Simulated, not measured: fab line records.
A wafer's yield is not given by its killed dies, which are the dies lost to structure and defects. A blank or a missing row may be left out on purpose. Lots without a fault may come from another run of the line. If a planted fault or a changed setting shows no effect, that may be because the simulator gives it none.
fab line records | flow nandHarc
record lots=5 | wafers=15 | lastDay=32
route steps=1302 shown A_CHANNEL_HOLE_D2@580 END@1302
lots untouched by any fault: they come from a run of this same line in which no faults occurred
startH: the number of hours between the record's first day and the start of the first shown wafer of the lot | waitH: hours elapsed since this lot's preceding step | " unchanged from the row above | L1.1+2: one row covering several wafers at once | - no value present, or no start provided | * or withheld: withheld | < > ~ a bound
route shown NAME@n: names a module that has steps shown in the file, with the first one's number in the route | usual: average and standard deviation across the fault-free wafers | same: alike in all rows | chamber/n: place in a boat | sites: each site's reading | _std_site: standard deviation of those values | _edge_site: inner sites' mean taken away from outer sites' mean | radiusMm: how far each site lies from the wafer's centre | mask NAME#n: copy n | behind: the most recent tool/chamber to have shaped the wafer | hold: cause of the lot's hold/its duration in hours/its outcome | device: transistor that didn't switch, given as n, p or np | end of line: at the end of the route, the tests of the same wafers | a step given without rows: its recipe and nothing more | killed: dies that structure and defects cost at the first sort, which is not the same as the wafer's yield | map: dies across one wafer; x = killed, . = not, _ = none there
set.NAME: the run value of the setting; set.NAME@STEP: its run value at that earlier step | model.NAME: the simulator's own value behind a step, which no gauge read
lots seen at some steps along the route; tables by step, rows by wafer
services: from which hour (startH, from the record's first day; less than 0 if before it) a tool's chamber was out of use, for how many hours, and why
## steps
# step NHARC_A_CHANNEL_HOLE_D2_PEB_08
# recipe pebTempC=100 | pebTimeS=65
# step NHARC_A_CHANNEL_HOLE_D2_DEVELOP_09
# recipe developTimeS=35 | devTempC=23
# step NHARC_A_CHANNEL_HOLE_D2_DESCUM_15
# recipe timeS=3 | o2FlowSccm=200 | arFlowSccm=0 | biasPowerW=0 | chemistry=O2
# step NHARC_A_CHANNEL_HOLE_D2_ETCH_38
# recipe targetDepthA=390 | overEtchFrac=0.3 | timeS=65 | ionEnergyEv=80 | cf4FlowSccm=150 | arFlowSccm=0 | rfW=300 | biasW=100 | chemistry=CF4
# step NHARC_A_CHANNEL_HOLE_D2_ETCH_39
# recipe targetDepthA=2600 | overEtchFrac=0.3 | timeS=325 | ionEnergyEv=200 | n2FlowSccm=150 | h2FlowSccm=150 | arFlowSccm=0 | rfW=400 | biasW=150 | chemistry=N2/H2
# step NHARC_A_CHANNEL_HOLE_D2_ETCH_34
# recipe targetDepthA=1540 | timeS=77 | cf4FlowSccm=100 | chf3FlowSccm=30 | arFlowSccm=0 | rfW=500 | biasW=200 | chemistry=CF4/CHF3
# step NHARC_A_CHANNEL_HOLE_D2_ETCH_16
# recipe targetDepthA=31000 | overEtchFrac=0.3 | timeS=806 | ionEnergyEv=150 | o2FlowSccm=400 | cosFlowSccm=20 | arFlowSccm=0 | rfW=500 | biasW=300 | chemistry=O2/COS
# step NHARC_A_CHANNEL_HOLE_D2_ETCH_19
# recipe biasV=1200 | sourceW=2500 | pressureMtorr=15 | timeS=34.5 | arFlowSccm=375 | c4f8FlowSccm=28.8 | o2FlowSccm=96.2 | tempC=-20 | targetDepthA=* | chemistry=C4F8/O2/Ar
# step NHARC_A_CHANNEL_HOLE_D2_ETCH_20
# recipe biasV=3000 | sourceW=withheld | pressureMtorr=20 | timeS=361.9 | arFlowSccm=375 | c4f8FlowSccm=89.3 | o2FlowSccm=35.7 | tempC=-20 | targetDepthA=16000 | chemistry=C4F8/O2/Ar
# usual c4f8FlowSccm=89.31/0.27 | chamberPressureMTorr=19.999/0.02 | drypumpMotorCurrentA=6.38/0.21 | showerheadPlenumPTorr=3.68/0.18 | throttleValvePct=32.154/0.0087 | timeS=361.9/0
lot.wafer | tool       | chamber | startH | waitH | c4f8FlowSccm | chamberPressureMTorr | drypumpMotorCurrentA | rfHoursCounterH | showerheadPlenumPTorr | throttleValvePct | timeS
L211.1    | harEtch-01 | 0       | 366.28 | 0.1   | -            | -                    | -                    | -               | -                     | -                | -
L211.6    | "          | 0       | "      | "     | -            | -                    | -                    | -               | -                     | -                | -
L211.5    | "          | 1       | "      | "     | -            | -                    | -                    | -               | -                     | -                | -
L212.3    | harEtch-01 | 1       | 370.57 | 0.2   | -            | -                    | -                    | -               | -                     | -                | -
L212.4    | "          | 0       | "      | "     | -            | -                    | -                    | -               | -                     | -                | -
L212.5    | "          | 1       | "      | "     | -            | -                    | -                    | -               | -                     | -                | -
L213.3    | harEtch-02 | 0       | 378.87 | 0.2   | -            | -                    | -                    | -               | -                     | -                | -
L213.6    | "          | 0       | "      | "     | -            | -                    | -                    | -               | -                     | -                | -
L213.5    | "          | 1       | "      | "     | -            | -                    | -                    | -               | -                     | -                | -
L214.2    | harEtch-01 | 1       | 378.87 | 0.1   | 88.80        | 19.986               | 6.50                 | 225             | 3.56                  | 32.171           | 361.9
L214.4    | "          | 0       | "      | "     | 89.62        | 20.003               | 6.39                 | -               | 3.64                  | 32.168           | 361.9
L214.5    | "          | 1       | "      | "     | 88.99        | 20.092               | 6.51                 | -               | 3.56                  | 32.146           | 361.9
L225.3    | harEtch-02 | 0       | 487.19 | 0.2   | 89.53        | 19.969               | 6.45                 | -               | 3.90                  | 32.151           | 361.9
L225.6    | "          | 0       | "      | "     | 89.42        | 20.013               | 6.49                 | -               | 3.90                  | 32.156           | 361.9
L225.5    | "          | 1       | "      | "     | 89.33        | 20.010               | 6.00                 | -               | 3.88                  | 32.146           | 361.9
# step NHARC_A_CHANNEL_HOLE_D2_ETCH_21
# recipe biasV=3000 | sourceW=withheld | pressureMtorr=20 | timeS=514.3 | arFlowSccm=375 | c4f8FlowSccm=89.3 | o2FlowSccm=35.7 | tempC=-20 | targetDepthA=16000 | chemistry=C4F8/O2/Ar
# step NHARC_A_CHANNEL_HOLE_D2_ETCH_22
# recipe biasV=3000 | sourceW=withheld | pressureMtorr=20 | timeS=666.7 | arFlowSccm=375 | c4f8FlowSccm=89.3 | o2FlowSccm=35.7 | tempC=-20 | targetDepthA=16000 | chemistry=C4F8/O2/Ar
# step NHARC_A_CHANNEL_HOLE_D2_ETCH_23
# recipe biasV=5000 | sourceW=withheld | pressureMtorr=20 | timeS=819 | arFlowSccm=375 | c4f8FlowSccm=89.3 | o2FlowSccm=35.7 | tempC=-20 | targetDepthA=16000 | chemistry=C4F8/O2/Ar
# step NHARC_A_CHANNEL_HOLE_D2_ETCH_24
# recipe biasV=5000 | sourceW=withheld | pressureMtorr=20 | timeS=906.2 | arFlowSccm=375 | c4f8FlowSccm=93.8 | o2FlowSccm=31.2 | tempC=-20 | targetDepthA=15000 | chemistry=C4F8/O2/Ar
# step NHARC_A_CHANNEL_HOLE_D2_ETCH_25
# recipe biasV=5000 | sourceW=withheld | pressureMtorr=20 | timeS=1040.2 | arFlowSccm=375 | c4f8FlowSccm=93.8 | o2FlowSccm=31.2 | tempC=-20 | targetDepthA=15000 | chemistry=C4F8/O2/Ar
# step NHARC_A_CHANNEL_HOLE_D2_ETCH_26
# recipe biasV=300 | sourceW=2000 | pressureMtorr=30 | timeS=224.1 | arFlowSccm=375 | c4f8FlowSccm=11.4 | o2FlowSccm=113.6 | tempC=-20 | targetDepthA=3000 | chemistry=C4F8/O2/Ar
# step NHARC_A_CHANNEL_HOLE_D2_ETCH_27
# recipe biasV=400 | sourceW=2000 | pressureMtorr=25 | timeS=90 | arFlowSccm=375 | c4f8FlowSccm=41.7 | o2FlowSccm=83.3 | tempC=-20 | targetDepthA=4000 | chemistry=C4F8/O2/Ar
# step NHARC_A_CHANNEL_HOLE_D2_STRIP_41
# recipe n2FlowSccm=150 | h2FlowSccm=150 | arFlowSccm=0 | biasW=0 | chemistry=N2/H2
# step NHARC_A_CHANNEL_HOLE_D2_STRIP_42
# recipe cf4FlowSccm=100 | chf3FlowSccm=30 | arFlowSccm=0 | biasW=0 | chemistry=CF4/CHF3
# step NHARC_A_CHANNEL_HOLE_D2_STRIP_43
# recipe o2FlowSccm=400 | cosFlowSccm=20 | arFlowSccm=0 | biasW=0 | chemistry=O2/COS
# step NHARC_A_CHANNEL_HOLE_D2_ETCH_44
# recipe targetDepthA=1400 | overetchA=140 | timeS=77 | ionEnergyEv=100 | cf4FlowSccm=80 | o2FlowSccm=20 | arFlowSccm=0 | rfW=300 | biasW=100 | chemistry=CF4/O2
# usual biasW=100.0/0.33 | cf4FlowSccm=79.98/0.23 | drypumpMotorCurrentA=5.8/0.4 | oesProductAu=1.002/0.011 | rfVppV=197.6/1.4 | showerheadPlenumPTorr=1.33/0.048 | throttleValvePct=13.397/0.0086
# same timeS=77
lot.wafer | tool       | chamber | startH | waitH | biasW | cf4FlowSccm | drypumpMotorCurrentA | oesProductAu | rfHoursCounterH | rfVppV | showerheadPlenumPTorr | throttleValvePct | model.A_CHANNEL_HOLE_D2.cdNm
L211.1    | rieDiel-06 | 3       | 370.94 | 0.1   | 99.7  | 80.14       | 5.2                  | 1.008        | 2.8             | 195.1  | 1.26                  | 13.398           | 99.98
L211.5    | "          | 0       | "      | "     | 100.3 | 80.38       | 5.5                  | 1.004        | -               | 197.0  | 1.30                  | 13.381           | 100.2
L211.6    | "          | 1       | "      | "     | 100.1 | 79.99       | 5.8                  | 1.008        | -               | 197.9  | 1.34                  | 13.402           | 2.362
L212.4    | rieDiel-06 | 2       | 375.39 | 0.1   | 100.3 | 80.00       | 5.9                  | 1.004        | 3.7             | 199.0  | 1.40                  | 13.396           | 99.79
L212.3    | "          | 1       | "      | "     | 100.0 | 79.82       | 5.8                  | 1.011        | 4.1             | 196.0  | 1.34                  | 13.387           | 99.23
L212.5    | "          | 2       | "      | "     | 99.5  | 80.19       | 5.9                  | 1.006        | -               | 199.0  | 1.40                  | 13.406           | 102.4
L213.3    | rieDiel-06 | 2       | 383.40 | 0.1   | 99.7  | 80.19       | 5.9                  | 1.016        | 3.9             | 200.1  | 1.40                  | 13.409           | 101.9
L213.5    | "          | 1       | "      | "     | 100.0 | 80.21       | 5.8                  | 1.022        | -               | 198.2  | 1.34                  | 13.404           | 102.9
L213.6    | "          | 2       | "      | "     | 99.7  | 80.03       | 5.9                  | 1.015        | -               | 199.1  | 1.40                  | 13.407           | 99.09
L214.2    | rieDiel-10 | 1       | 383.41 | 0.1   | 99.9  | 79.66       | 6.5                  | 1.011        | 8.1             | 198.9  | 1.39                  | 13.405           | 89.52
L214.4    | "          | 2       | "      | "     | 99.6  | 80.10       | 5.3                  | 0.992        | 7.9             | 196.4  | 1.27                  | 13.378           | 91.36
L214.5    | "          | 0       | "      | "     | 99.8  | 80.02       | 6.6                  | 1.007        | -               | 197.4  | 1.31                  | 13.404           | 91.8
L225.3    | rieDiel-10 | 1       | 491.69 | 0.0   | 99.8  | 79.83       | 6.4                  | 0.995        | 5.7             | 198.3  | 1.39                  | 13.411           | 90.86
L225.5    | "          | 1       | "      | "     | 100.0 | 80.13       | 6.4                  | 0.988        | -               | 198.6  | 1.39                  | 13.397           | 89.3
L225.6    | "          | 2       | "      | "     | 100.1 | 79.39       | 5.3                  | 1.005        | -               | 196.6  | 1.27                  | 13.383           | 92.24
# step NHARC_A_CHANNEL_HOLE_D2_STRIP_28
# recipe o2FlowSccm=500 | arFlowSccm=0 | biasW=0 | chemistry=O2
# step NHARC_A_CHANNEL_HOLE_D2_PRECLEAN_29
# recipe timeS=* | tempC=50 | bathAgeMin=0 | chemistry=SC1
# step NHARC_A_CHANNEL_HOLE_D2_SRD_30
# step NHARC_A_CHANNEL_HOLE_D2_CD_MEAS_31
# usual cdNm=90.3/1.4
lot.wafer | tool     | chamber | startH | waitH | cdNm
L211.1    | cdSem-01 | -       | 371.71 | -     | -0.2
L211.5    | "        | -       | "      | "     | 1.1
L211.6    | "        | -       | "      | "     | 2.4
L212.3    | cdSem-01 | -       | 376.20 | -     | 1.5
L212.4    | "        | -       | "      | "     | 0.3
L212.5    | "        | -       | "      | "     | -0.4
L214.2    | cdSem-02 | -       | 384.19 | -     | 89.3
L214.4    | "        | -       | "      | "     | 91.2
L214.5    | "        | -       | "      | "     | 91.1
L213.3    | cdSem-01 | -       | 384.23 | 0.1   | -0.2
L213.5    | "        | -       | "      | "     | 2.1
L213.6    | "        | -       | "      | "     | 0.3
L225.3    | cdSem-03 | -       | 492.49 | -     | 90.8
L225.5    | "        | -       | "      | "     | 89.5
L225.6    | "        | -       | "      | "     | 91.9
# step NHARC_A_CHANNEL_HOLE_D2_XSEM_32
# recipe landingEnergyEv=35000
# usual botCdNm=75.1/1.4 | bowNm=8.72/0.17 | tiltDeg=0.07/0.044
lot.wafer | tool    | chamber | startH | waitH | botCdNm | bowNm | tiltDeg
L211.1    | xsem-02 | 0       | 371.80 | 0.1   | 0.3     | 0.31  | -0.01
L211.5    | "       | 0       | "      | "     | 1.4     | 0.31  | -0.01
L211.6    | "       | 0       | "      | "     | 3.1     | 0.31  | -0.01
L212.3    | xsem-01 | 0       | 376.30 | 0.1   | 1.9     | 0.50  | 0.02
L212.4    | "       | 0       | "      | "     | 0.2     | 0.51  | 0.02
L212.5    | "       | 0       | "      | "     | 0.0     | 0.50  | 0.02
L214.2    | xsem-02 | 0       | 384.29 | 0.1   | 73.6    | 9.03  | 0.07
L214.4    | "       | 0       | "      | "     | 75.9    | 9.07  | 0.07
L214.5    | "       | 0       | "      | "     | 75.6    | 9.10  | 0.07
L213.3    | xsem-01 | 0       | 384.32 | 0.1   | 0.0     | 0.88  | 0.03
L213.5    | "       | 0       | "      | "     | 1.3     | 0.88  | 0.03
L213.6    | "       | 0       | "      | "     | 0.0     | 0.89  | 0.03
L225.3    | xsem-02 | 0       | 492.58 | 0.1   | 76.0    | 8.73  | 0.05
L225.5    | "       | 0       | "      | "     | 74.2    | 8.66  | 0.05
L225.6    | "       | 0       | "      | "     | 76.6    | 8.75  | 0.05
# step NHARC_END_SORT_01
# recipe tempC=25
# usual killedAtArray=62/18 | killedAtOther=0.9/1.2 | killedAtPeriphery=4.2/2.9 | killedDies=67/17 | killedOpen=3.6/1.9 | killedShort=2.5/1.6
# same grossDies=677
lot.wafer | tool      | chamber | startH | waitH | killedAtArray | killedAtOther | killedAtPeriphery | killedDies | killedOpen | killedShort
L211.1    | prober-01 | 0       | 626.65 | 2.5   | 673           | 3             | 1                 | 677        | 5          | 6
L211.5    | prober-01 | 0       | 629.85 | 3.7   | 673           | 1             | 3                 | 677        | 4          | 3
L211.6    | prober-01 | 0       | 630.65 | 4.0   | 673           | 2             | 2                 | 677        | 6          | 7
L212.3    | prober-02 | 0       | 639.22 | 3.1   | 674           | 1             | 2                 | 677        | 5          | 3
L212.4    | prober-02 | 0       | 640.03 | 3.4   | 676           | 1             | 0                 | 677        | 2          | 3
L212.5    | prober-02 | 0       | 640.83 | 3.7   | 672           | 3             | 2                 | 677        | 6          | 6
L214.2    | prober-01 | 0       | 648.35 | 2.8   | 62            | 1             | 2                 | 65         | 7          | 2
L214.4    | prober-01 | 0       | 649.96 | 3.4   | 62            | 1             | 2                 | 65         | 4          | 2
L214.5    | prober-01 | 0       | 650.77 | 3.7   | 63            | 0             | 1                 | 64         | 1          | 1
L213.3    | prober-02 | 0       | 649.16 | 3.1   | 674           | 0             | 3                 | 677        | 4          | 1
L213.5    | prober-02 | 0       | 650.75 | 3.7   | 675           | 0             | 2                 | 677        | 4          | 1
L213.6    | prober-02 | 0       | 651.54 | 4.0   | 677           | 0             | 0                 | 677        | 3          | 2
# killed by level:class
L211.1 A_CHANNEL_HOLE_D2:areaEtch=615 A_SLIT:chamberFilmFlake=24 A_CONTACT:chamberFilmFlake=14 A_CHANNEL_HOLE_D1:chamberFilmFlake=5 A_CHANNEL_HOLE_D2:geometricParticle:open=4 A_CHANNEL_HOLE_D2:chamberFilmFlake=4 A_CHANNEL_HOLE_D2:geometricParticle:short=3 THIN_TSV:chamberFilmFlake=3
L211.5 A_CHANNEL_HOLE_D2:areaEtch=616 A_SLIT:chamberFilmFlake=25 A_CHANNEL_HOLE_D2:chamberFilmFlake=13 A_CONTACT:chamberFilmFlake=10 A_CHANNEL_HOLE_D1:chamberFilmFlake=3 P_M0:geometricParticle:short=2 A_CHANNEL_FILL_D2:geometricParticle:open=2 A_CHANNEL_HOLE_D2:geometricParticle:open=1
L211.6 A_CHANNEL_HOLE_D2:areaEtch=612 A_SLIT:chamberFilmFlake=29 A_CONTACT:chamberFilmFlake=9 A_CHANNEL_HOLE_D2:chamberFilmFlake=6 A_CHANNEL_HOLE_D1:chamberFilmFlake=5 A_CHANNEL_HOLE_D2:geometricParticle:open=2 THIN_TSV:chamberFilmFlake=2 P_GATE:geometricParticle:open=1
L212.3 A_CHANNEL_HOLE_D2:areaEtch=624 A_CHANNEL_HOLE_D1:chamberFilmFlake=25 A_CHANNEL_HOLE_D2:chamberFilmFlake=14 A_CHANNEL_FILL_D1:geometricParticle:open=2 A_WL_FILL:chamberFilmFlake=2 P_CONTACT:geometricParticle:open=1 A_CHANNEL_FILL_D1:geometricParticle:short=1 A_DECK1_JOINT:geometricParticle:short=1
L212.4 A_CHANNEL_HOLE_D2:areaEtch=614 A_CHANNEL_HOLE_D1:chamberFilmFlake=36 A_CHANNEL_HOLE_D2:chamberFilmFlake=13 A_SLIT:chamberFilmFlake=3 A_WL_FILL:chamberFilmFlake=2 A_CHANNEL_HOLE_D2:geometricParticle:short=1 A_CHANNEL_HOLE_D2:geometricParticle:open=1 A_SGD_CUT:geometricParticle:short=1
L212.5 A_CHANNEL_HOLE_D2:areaEtch=603 A_CHANNEL_HOLE_D1:chamberFilmFlake=33 A_CHANNEL_HOLE_D2:chamberFilmFlake=18 A_STAIRCASE:chamberFilmFlake=3 THIN_TSV:chamberFilmFlake=3 A_CHANNEL_FILL_D1:geometricParticle:open=2 A_CHANNEL_FILL_D1:geometricParticle:short=2 A_CONTACT:chamberFilmFlake=2
L214.2 A_SLIT:chamberFilmFlake=34 A_CHANNEL_HOLE_D2:chamberFilmFlake=11 A_SGD_CUT:chamberFilmFlake=4 A_CHANNEL_HOLE_D1:geometricParticle:open=2 A_CONTACT:chamberFilmFlake=2 P_GATE:geometricParticle:open=1 P_CONTACT:geometricParticle:open=1 A_ONON_D1:geometricParticle:open=1
L213.3 A_CHANNEL_HOLE_D2:areaEtch=613 A_CHANNEL_HOLE_D1:chamberFilmFlake=24 A_SLIT:chamberFilmFlake=24 A_SGD_CUT:chamberFilmFlake=4 A_CONTACT:chamberFilmFlake=4 P_GATE:geometricParticle:open=1 P_CONTACT:geometricParticle:open=1 A_DECK1_JOINT:geometricParticle:open=1
L214.4 A_SLIT:chamberFilmFlake=24 A_CHANNEL_HOLE_D2:chamberFilmFlake=11 A_CHANNEL_HOLE_D1:chamberFilmFlake=9 A_CONTACT:chamberFilmFlake=6 A_SGD_CUT:chamberFilmFlake=5 P_CONTACT:geometricParticle:open=1 A_SOURCE_PLATE:geometricParticle:open=1 A_ONON_D1:geometricParticle:open=1
L213.5 A_CHANNEL_HOLE_D2:areaEtch=597 A_SLIT:chamberFilmFlake=34 A_CHANNEL_HOLE_D1:chamberFilmFlake=26 A_SGD_CUT:chamberFilmFlake=5 A_STAIRCASE:chamberFilmFlake=4 A_CONTACT:chamberFilmFlake=4 A_CHANNEL_FILL_D1:geometricParticle:open=1 A_CHANNEL_FILL_D2:geometricParticle:open=1
L214.5 A_SLIT:chamberFilmFlake=23 A_CHANNEL_HOLE_D2:chamberFilmFlake=11 A_CONTACT:chamberFilmFlake=9 A_CHANNEL_HOLE_D1:chamberFilmFlake=6 A_SGD_CUT:chamberFilmFlake=6 A_STAIRCASE:chamberFilmFlake=2 A_WL_FILL:chamberFilmFlake=2 A_CHANNEL_FILL_D2:geometricParticle:short=1
L213.6 A_CHANNEL_HOLE_D2:areaEtch=611 A_CHANNEL_HOLE_D1:chamberFilmFlake=30 A_SLIT:chamberFilmFlake=24 A_STAIRCASE:chamberFilmFlake=2 A_CONTACT:chamberFilmFlake=2 A_CHANNEL_FILL_D1:geometricParticle:open=1 A_DECK1_JOINT:geometricParticle:open=1 A_ONON_D2:geometricParticle:short=1
# map L211.1 (x killed, . not)
____________x____________
_________xxxxxxx_________
_______xxxxxxxxxxx_______
______xxxxxxxxxxxxx______
_____xxxxxxxxxxxxxxx_____
____xxxxxxxxxxxxxxxxx____
____xxxxxxxxxxxxxxxxx____
___xxxxxxxxxxxxxxxxxxx___
___xxxxxxxxxxxxxxxxxxx___
__xxxxxxxxxxxxxxxxxxxxx__
__xxxxxxxxxxxxxxxxxxxxx__
_xxxxxxxxxxxxxxxxxxxxxxx_
_xxxxxxxxxxxxxxxxxxxxxxx_
_xxxxxxxxxxxxxxxxxxxxxxx_
_xxxxxxxxxxxxxxxxxxxxxxx_
_xxxxxxxxxxxxxxxxxxxxxxx_
xxxxxxxxxxxxxxxxxxxxxxxxx
xxxxxxxxxxxxxxxxxxxxxxxxx
xxxxxxxxxxxxxxxxxxxxxxxxx
xxxxxxxxxxxxxxxxxxxxxxxxx
xxxxxxxxxxxxxxxxxxxxxxxxx
_xxxxxxxxxxxxxxxxxxxxxxx_
_xxxxxxxxxxxxxxxxxxxxxxx_
_xxxxxxxxxxxxxxxxxxxxxxx_
_xxxxxxxxxxxxxxxxxxxxxxx_
_xxxxxxxxxxxxxxxxxxxxxxx_
__xxxxxxxxxxxxxxxxxxxxx__
__xxxxxxxxxxxxxxxxxxxxx__
___xxxxxxxxxxxxxxxxxxx___
___xxxxxxxxxxxxxxxxxxx___
____xxxxxxxxxxxxxxxxx____
____xxxxxxxxxxxxxxxxx____
_____xxxxxxxxxxxxxxx_____
______xxxxxxxxxxxxx______
_______xxxxxxxxxxx_______
_________xxxxxxx_________
____________x____________
# map L212.3 (x killed, . not)
____________x____________
_________xxxxxxx_________
_______xxxxxxxxxxx_______
______xxxxxxxxxxxxx______
_____xxxxxxxxxxxxxxx_____
____xxxxxxxxxxxxxxxxx____
____xxxxxxxxxxxxxxxxx____
___xxxxxxxxxxxxxxxxxxx___
___xxxxxxxxxxxxxxxxxxx___
__xxxxxxxxxxxxxxxxxxxxx__
__xxxxxxxxxxxxxxxxxxxxx__
_xxxxxxxxxxxxxxxxxxxxxxx_
_xxxxxxxxxxxxxxxxxxxxxxx_
_xxxxxxxxxxxxxxxxxxxxxxx_
_xxxxxxxxxxxxxxxxxxxxxxx_
_xxxxxxxxxxxxxxxxxxxxxxx_
xxxxxxxxxxxxxxxxxxxxxxxxx
xxxxxxxxxxxxxxxxxxxxxxxxx
xxxxxxxxxxxxxxxxxxxxxxxxx
xxxxxxxxxxxxxxxxxxxxxxxxx
xxxxxxxxxxxxxxxxxxxxxxxxx
_xxxxxxxxxxxxxxxxxxxxxxx_
_xxxxxxxxxxxxxxxxxxxxxxx_
_xxxxxxxxxxxxxxxxxxxxxxx_
_xxxxxxxxxxxxxxxxxxxxxxx_
_xxxxxxxxxxxxxxxxxxxxxxx_
__xxxxxxxxxxxxxxxxxxxxx__
__xxxxxxxxxxxxxxxxxxxxx__
___xxxxxxxxxxxxxxxxxxx___
___xxxxxxxxxxxxxxxxxxx___
____xxxxxxxxxxxxxxxxx____
____xxxxxxxxxxxxxxxxx____
_____xxxxxxxxxxxxxxx_____
______xxxxxxxxxxxxx______
_______xxxxxxxxxxx_______
_________xxxxxxx_________
____________x____________
## services
tool       | chamber | startH | hours | kind
xsem-01    | -       | 350.00 | 14.0  | pm
harEtch-02 | -       | 357.48 | 17.0  | pm
rieDiel-06 | 0       | 365.71 | -     | clean
rieDiel-06 | 1       | 365.71 | -     | clean
rieDiel-06 | 2       | 365.71 | -     | clean
rieDiel-06 | 3       | 365.71 | -     | clean
rieDiel-06 | 0       | 390.21 | -     | clean
rieDiel-06 | 1       | 390.21 | -     | clean
rieDiel-06 | 2       | 390.21 | -     | clean
rieDiel-06 | 3       | 390.21 | -     | clean
rieDiel-10 | -       | 395.50 | 9.0   | pm
rieDiel-06 | 0       | 414.71 | -     | clean
rieDiel-06 | 1       | 414.71 | -     | clean
rieDiel-06 | 2       | 414.71 | -     | clean
rieDiel-06 | 3       | 414.71 | -     | clean
rieDiel-06 | 2       | 418.66 | 10.4  | repair
rieDiel-10 | 0       | 420.97 | 1.8   | repair
rieDiel-06 | 0       | 439.21 | -     | clean
rieDiel-06 | 1       | 439.21 | -     | clean
rieDiel-06 | 2       | 439.21 | -     | clean
rieDiel-06 | 3       | 439.21 | -     | clean
rieDiel-06 | -       | 460.21 | 9.0   | pm
rieDiel-06 | 2       | 475.92 | 19.0  | repair
rieDiel-10 | 0       | 479.45 | 10.7  | repair
## key
firstSign step=NHARC_A_CHANNEL_HOLE_D2_ETCH_20 | reading=toolRecord | direction=missing
effect step=NHARC_A_CHANNEL_HOLE_D2_CD_MEAS_31 | reading=cdNm | direction=down | sigmas=65 | usual=90.3 | struck=0.8
effect step=NHARC_A_CHANNEL_HOLE_D2_XSEM_32 | reading=botCdNm | direction=down | sigmas=55 | usual=75.1 | struck=0.9
effect step=NHARC_END_SORT_01 | reading=killedDies | direction=up | sigmas=35 | usual=67 | struck=677
modelEffect step=NHARC_A_CHANNEL_HOLE_D2_ETCH_44 | value=A_CHANNEL_HOLE_D2.cdNm | without=90.56 | struck=89.76
moreKillsBornAt NHARC_A_CHANNEL_HOLE_D2_ETCH_20@harEtch-01=3684 | NHARC_A_CHANNEL_HOLE_D2_ETCH_20@harEtch-02=1821
metAt NHARC_A_CHANNEL_HOLE_D2_ETCH_20
struckWafers L211.1,L211.5,L211.6,L212.3,L212.4,L212.5,L213.3,L213.5,L213.6
laterRowsLeftOut L211.1,L211.5,L211.6,L212.3,L212.4,L212.5,L213.3,L213.5,L213.6
testerLeftOut L211,L212,L213
fault kind=skippedStepWhole | tool=harEtch-01,harEtch-02 | chamber=- | onsetH=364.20 | steps=NHARC_A_CHANNEL_HOLE_D2_ETCH_20 | scope=struckLotsOnly
# testerLeftOut: of these lots the tester's yield and bins aren't shown, on N5 and GAA mostly nor the transistor test; their killed dies are dies lost to structure and defects alone, not to doping, threshold or leakage, so they don't give the yield
# laterRowsLeftOut: the simulator's readings of these wafers behind a module that went badly wrong aren't trusted and aren't shown, but for the sort
